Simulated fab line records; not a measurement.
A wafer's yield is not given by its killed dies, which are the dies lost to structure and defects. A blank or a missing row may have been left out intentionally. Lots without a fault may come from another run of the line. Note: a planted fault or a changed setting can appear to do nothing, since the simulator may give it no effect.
fab line records | flow n5Finfet | part 2 of 2: steps 21 to 26 of 26
record lots=5 wafers=15 lastDay=16
route steps=1938 shown BEOL_M15@1785
lots untouched by any fault: they come from a run of this same line in which no faults occurred
startH: hours from the record's opening day to when the first of the lot's shown wafers began | waitH: hours elapsed since this lot's preceding step | " same as the row above | L1.1+2: a row that stands for several wafers | - no value, or no start given | * or withheld: withheld | < > ~ a bound
route shown NAME@n: a module of which the file shows steps, and the number in the route of the first | usual: average and standard deviation across the fault-free wafers | same: alike in all rows | chamber/n: place in a boat | sites: per-site readings | _std_site: the standard deviation of these | _edge_site: mean of outer sites minus mean of inner sites | radiusMm: how far each site lies from the wafer's centre | mask NAME#n: copy n | behind: the tool/chamber that last shaped the wafer | hold: reason for holding the lot/hours on hold/outcome of the hold | device: which transistor (n, p or np) failed to switch | end of line: at the end of the route, the tests of the same wafers | a step given without rows: its recipe and nothing more | killed: count of dies lost to structure and defects at first sort (not the wafer's yield) | map: shows each die of a wafer: x if killed, . if not, _ if none is there
set.NAME: the setting as run; set.NAME@STEP: as run at that earlier step | model.NAME: the simulator's own value behind a step, which no gauge read
lots at some steps of the route; a table a step, a row a wafer
services: from which hour (startH, from the record's first day; less than 0 if before it) a tool's chamber was out of use, for how many hours, and why
## steps
# step N5_BEOL_M15_OVL_MEAS_29
# recipe pointsPerWafer=44
# usual M15_OVL=-2/5.3
# columns lot.wafer tool chamber startH waitH M15_OVL[nm]
L075.1 overlay-02 0 259.22 0.0 -3
L075.3 " 0 " " -8
L075.6 " 0 " " 4
L080.1 overlay-01 0 309.66 0.0 -15
L080.4 " 0 " " -8
L080.6 " 0 " " -11
L087.1 overlay-02 0 344.53 0.0 0
L087.4 " 0 " " 0
L087.6 " 0 " " 0
L091.3 overlay-01 0 359.35 0.0 -4
L091.5 " 0 " " 1
L091.6 " 0 " " 4
L092.4 overlay-02 0 364.57 0.0 -5
L092.5 " 0 " " -5
L092.6 " 0 " " -2
# step N5_BEOL_M15_INSPECT_30
# recipe mode=adi inspectInstrument=macro
# usual rawDefectCount=2.0/1.4
# columns lot.wafer tool chamber startH waitH rawDefectCount
L075.1 defectInspect-01 - 259.24 0.0 0
L075.3 " - " " 4
L075.6 " - " " 0
L080.1 defectInspect-01 - 309.68 0.0 3
L080.4 " - " " 2
L080.6 " - " " 1
L087.1 defectInspect-02 - 344.55 0.0 3
L087.4 " - " " 2
L087.6 " - " " 2
L091.3 defectInspect-02 - 359.37 0.0 1
L091.5 " - " " 2
L091.6 " - " " 3
L092.4 defectInspect-02 - 364.60 0.0 2
L092.5 " - " " 5
L092.6 " - " " 4
# step N5_BEOL_M15_DESCUM_33
# recipe chemistry=O2 timeS=7.9 sourcePowerW=50 biasPowerW=20 pressureMtorr=20 rfFrequencyHz=2.712e+07 tempC=40 o2FlowSccm=225
# usual drypumpMotorCurrentA=5.39/0.28 oesProductAu=0.79/0.099 rfVppV=243.4/1.1 showerheadPlenumPTorr=2.10/0.05 throttleValvePct=20.40/0.24
# columns lot.wafer tool chamber startH waitH drypumpMotorCurrentA oesProductAu rfHoursCounterH rfVppV showerheadPlenumPTorr throttleValvePct
L075.1 rieDiel-06 2 259.28 0.0 5.89 0.72 212 242.5 2.08 20.84
L075.3 " 3 " " 5.35 0.69 192 242.8 2.08 20.69
L075.6 " 0 " " 5.10 0.73 - 243.3 2.18 20.41
L080.1 rieDiel-06 0 309.72 0.0 5.08 0.71 186 244.9 2.18 20.43
L080.4 " 2 " " 5.86 0.72 226 242.4 2.07 20.84
L080.6 " 1 " " 5.43 0.89 - 243.9 2.12 20.13
L087.1 rieDiel-06 0 344.59 0.0 5.10 0.71 195 244.7 2.17 20.45
L087.4 " 2 " " 5.89 0.71 235 243.2 2.07 20.86
L087.6 " 3 " " 5.33 0.68 - 243.0 2.07 20.71
L091.3 rieDiel-05 1 359.41 0.0 5.46 0.85 84 244.4 2.03 20.12
L091.5 " 2 " " 5.68 0.86 - 243.5 2.12 20.15
L091.6 " 3 " " 5.28 0.69 - 243.0 2.06 20.55
L092.4 rieDiel-03 1 364.81 0.2 5.29 0.75 - 245.3 2.20 20.49
L092.5 " 3 " " 5.15 0.87 - 243.7 2.11 20.26
L092.6 " 2 " " 5.24 0.88 - 243.2 2.05 20.27
# step N5_BEOL_M15_ETCH_61
# recipe chemistry=N2/H2 target=BARC targetDepthA=890 overetchA=267 timeS=67.9 ionEnergyEv=200 pressureMtorr=30 sourceW=840 biasW=150 n2FlowSccm=200 h2FlowSccm=200
# usual drypumpMotorCurrentA=5.40/0.28 h2FlowSccm=199.9/0.6 n2FlowSccm=200.0/0.61 oesProductAu=0.67/0.079 rfVppV=524.4/1.9 showerheadPlenumPTorr=2.56/0.064 throttleValvePct=17.9/0.3
# columns lot.wafer tool chamber startH waitH drypumpMotorCurrentA h2FlowSccm n2FlowSccm oesProductAu rfHoursCounterH rfVppV showerheadPlenumPTorr throttleValvePct
L075.1 rieDiel-06 2 259.31 0.0 5.90 199.8 199.5 0.62 212 522.7 2.54 18.5
L075.3 " 3 " " 5.34 198.7 200.3 0.60 192 523.3 2.53 18.2
L075.6 " 0 " " 5.08 200.7 199.8 0.62 - 526.3 2.66 18.0
L080.1 rieDiel-06 0 309.75 0.0 5.09 200.0 200.7 0.61 186 526.9 2.66 18.0
L080.4 " 2 " " 5.88 200.7 200.0 0.62 226 522.8 2.54 18.6
L080.6 " 1 " " 5.46 199.4 200.6 0.74 - 525.1 2.59 17.6
L087.1 rieDiel-06 0 344.62 0.0 5.06 200.3 200.7 0.61 195 526.3 2.65 18.0
L087.4 " 2 " " 5.92 199.1 200.0 0.61 235 523.4 2.53 18.6
L087.6 " 3 " " 5.31 199.7 199.6 0.58 - 524.2 2.52 18.2
L091.3 rieDiel-05 1 359.44 0.0 5.49 199.3 199.7 0.71 84 522.7 2.47 17.5
L091.5 " 2 " " 5.71 199.8 200.0 0.73 - 527.0 2.58 17.8
L091.6 " 3 " " 5.33 200.1 200.3 0.59 - 522.6 2.51 18.1
L092.4 rieDiel-03 1 364.85 0.0 5.28 198.8 199.7 0.64 - 526.2 2.65 17.8
L092.5 " 3 " " 5.16 199.7 200.3 0.74 - 524.9 2.61 17.9
L092.6 " 2 " " 5.18 199.7 199.9 0.75 - 522.3 2.49 17.8
# step N5_BEOL_M15_TRENCH_ETCH_34
# recipe chemistry=C4F8/O2/Ar target=SiO2 targetDepthA=8729.3 heInnerTorr=15 heOuterTorr=30 timeS=199 ionEnergyEv=800 pressureMtorr=20 sourceW=1905 biasW=2040 Ar_flow_sccm=400 C4F8_flow_sccm=16 O2_flow_sccm=12
# usual O2_flow_sccm=11.99/0.036 drypumpMotorCurrentA=5.40/0.28 oesProductAu=0.79/0.096 rfVppV=2237/29 showerheadPlenumPTorr=3.46/0.086 throttleValvePct=30.89/0.24
# columns lot.wafer tool chamber startH waitH O2_flow_sccm drypumpMotorCurrentA oesProductAu rfHoursCounterH rfVppV showerheadPlenumPTorr throttleValvePct
L075.1 rieDiel-06 2 259.37 0.0 12.01 5.90 0.73 212 2219 3.40 31.19
L075.3 " 3 " " 12.03 5.33 0.70 192 2280 3.42 31.16
L075.6 " 0 " " 12.03 5.09 0.72 - 2256 3.56 30.78
L080.1 rieDiel-06 0 309.81 0.0 11.97 5.09 0.72 186 2255 3.56 30.80
L080.4 " 2 " " 12.05 5.92 0.71 226 2218 3.39 31.19
L080.6 " 1 " " 11.93 5.45 0.87 - 2221 3.52 30.79
L087.1 rieDiel-06 0 344.67 0.0 12.03 5.07 0.71 196 2254 3.55 30.81
L087.4 " 2 " " 12.01 5.89 0.71 235 2218 3.38 31.22
L087.6 " 3 " " 12.02 5.32 0.68 - 2280 3.40 31.18
L091.3 rieDiel-05 1 359.49 0.0 11.99 5.47 0.84 84 2219 3.33 30.51
L091.5 " 2 " " 11.99 5.69 0.88 - 2196 3.52 31.01
L091.6 " 3 " " 12.05 5.32 0.69 - 2235 3.40 31.01
L092.4 rieDiel-03 1 364.95 0.1 11.97 5.29 0.76 - 2224 3.62 31.13
L092.5 " 3 " " 11.98 5.15 0.87 - 2291 3.49 30.84
L092.6 " 2 " " 11.99 5.28 0.87 - 2203 3.37 30.73
# step N5_BEOL_M15_STRIP_36
# recipe chemistry=O2 powerW=600 tempC=60 pressureMtorr=30 rfFrequencyHz=6e+07 biasPowerW=0 overashFraction=0.3 o2FlowSccm=225
# usual drypumpMotorCurrentA=5.37/0.28 oesProductAu=0.82/0.096 rfVppV=3.7/1 showerheadPlenumPTorr=2.10/0.048 throttleValvePct=16.57/0.22
# columns lot.wafer tool chamber startH waitH drypumpMotorCurrentA oesProductAu rfHoursCounterH rfVppV showerheadPlenumPTorr throttleValvePct
L075.1 rieDiel-05 1 264.19 4.6 5.47 0.86 50 2.9 2.05 16.30
L075.3 " 0 " " 5.03 0.96 15 3.3 2.12 16.50
L075.6 " 3 " " 5.31 0.70 - 3.5 2.08 16.75
L080.1 rieDiel-06 0 312.28 2.3 5.09 0.71 186 5.7 2.18 16.69
L080.4 " 1 " " 5.44 0.88 35 1.2 2.12 16.38
L080.6 " 3 " " 5.35 0.68 - 4.1 2.08 16.95
L087.1 rieDiel-03 0 348.03 3.2 5.93 0.68 246 2.6 2.06 16.57
L087.4 " 2 " " 5.25 0.87 26 2.9 2.06 16.50
L087.6 " 2 " " 5.24 0.88 - 4.2 2.06 16.49
L091.3 rieDiel-06 2 361.46 1.8 5.89 0.71 241 2.8 2.07 17.13
L091.5 " 0 " " 5.09 0.70 - 3.9 2.18 16.74
L091.6 " 3 " " 5.34 0.66 - 3.7 2.07 16.94
L092.4 rieDiel-05 2 368.53 3.5 5.70 0.86 56 4.6 2.12 16.36
L092.5 " 0 " " 5.04 0.90 - 6.6 2.11 16.54
L092.6 " 1 " " 5.48 0.84 - 2.4 2.03 16.36
## services
# columns tool chamber startH hours kind
krfScanner-01 - 234.47 1.3 pm
krfScanner-02 - 235.80 0.8 pm
krfScanner-02 - 238.43 6.0 pm
rieDiel-03 - 252.99 2.8 pm
krfScanner-02 - 254.91 1.3 pm
rieDiel-03 3 257.10 10.3 repair
krfScanner-01 - 263.26 0.8 pm
krfScanner-02 - 263.46 1.1 repair
wetBench-02 - 266.45 4.4 pm
lithoTrack-02 - 268.38 - consumableReplace:filter
rieDiel-03 0 275.51 4.4 repair
krfScanner-01 - 281.18 1.0 pm
rieDiel-03 - 281.98 0.1 repair
rieDiel-06 0 287.29 12.3 repair
krfScanner-01 - 289.88 4.0 pm
wetBench-03 - 291.96 0.5 repair
rieDiel-05 2 295.07 17.0 repair
krfScanner-02 - 304.68 12.1 repair
rieDiel-05 2 316.07 4.0 repair
wetBench-05 - 316.29 1.6 repair
rieDiel-03 3 317.28 3.7 repair
krfScanner-02 - 342.81 0.6 repair
krfScanner-01 - 350.69 0.3 repair
krfScanner-02 - 361.06 1.0 pm
